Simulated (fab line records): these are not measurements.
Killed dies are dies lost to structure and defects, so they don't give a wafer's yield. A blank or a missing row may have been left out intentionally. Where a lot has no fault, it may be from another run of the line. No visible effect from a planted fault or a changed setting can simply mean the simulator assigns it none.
Matching of chambers + flow n5Finfet + aldSin-01 running N5_BEOL_M0_SAQP_SPACER2_ALD_26: 4 sister chambers
The step deposits SiO2, target thk 15 nm, pulse time 1 s, purge time 2 s. 8 wafers are shown with their chamber, then 9 later ones without.

## WAFERS, EACH WITH ITS CHAMBER
| wafer  | chamber | heaterPowerW (W) | precursorPulseHeightRel |
|--------|---------|------------------|-------------------------|
| L090.3 | 2       | 406              | 1.021                   |
| L090.5 | 1       | 470              | 0.991                   |
| L091.2 | 0       | 506              | 0.994                   |
| L091.3 | 1       | 463              | 0.974                   |
| L091.4 | 2       | 413              | 1.012                   |
| L092.1 | 0       | 507              | 1.009                   |
| L092.2 | 3       | 520              | 1.030                   |
| L092.5 | 3       | 539              | 1.013                   |

## WAFERS WHOSE CHAMBER IS MISSING
| wafer  | heaterPowerW (W) | precursorPulseHeightRel |
|--------|------------------|-------------------------|
| L093.2 | 406              | 1.002                   |
| L093.4 | 542              | 1.001                   |
| L093.6 | 507              | 0.961                   |
| L096.1 | 454              | 1.021                   |
| L096.2 | 546              | 1.003                   |
| L096.3 | 398              | 0.997                   |
| L097.1 | 419              | 0.979                   |
| L097.4 | 534              | 0.983                   |
| L097.5 | 414              | 1.028                   |

## CHAMBER TAKEN BY EACH
| wafer  | from the rows above     | in truth |
|--------|-------------------------|----------|
| L093.2 | 2                       | 2        |
| L093.4 | 3                       | 3        |
| L093.6 | can't be placed: 0 or 1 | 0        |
| L096.1 | can't be placed: 1 or 2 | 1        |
| L096.2 | 3                       | 3        |
| L096.3 | 2                       | 2        |
| L097.1 | 2                       | 2        |
| L097.4 | can't be placed: 3 or 0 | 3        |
| L097.5 | 2                       | 2        |
Correct placement for 6 of the 9. Cannot be placed on the basis of these rows: 3; the candidates contain the true chamber in 3. Wrongly placed: 0.
How it was worked out, from the rows above alone: a wafer's distance from a chamber is the root of the sum, over the readings, of the square of ((its reading less the chamber's mean) divided by the reading's scatter). If the next closest chamber is less than 2 further off than the closest, the wafer can't be placed; otherwise it belongs to the closest. A chamber's mean is the mean of its shown wafers. How the scatter is found: for the shown wafers, subtract from each reading the mean of its chamber, square and add these, divide the total by (wafers less chambers), then take the root.
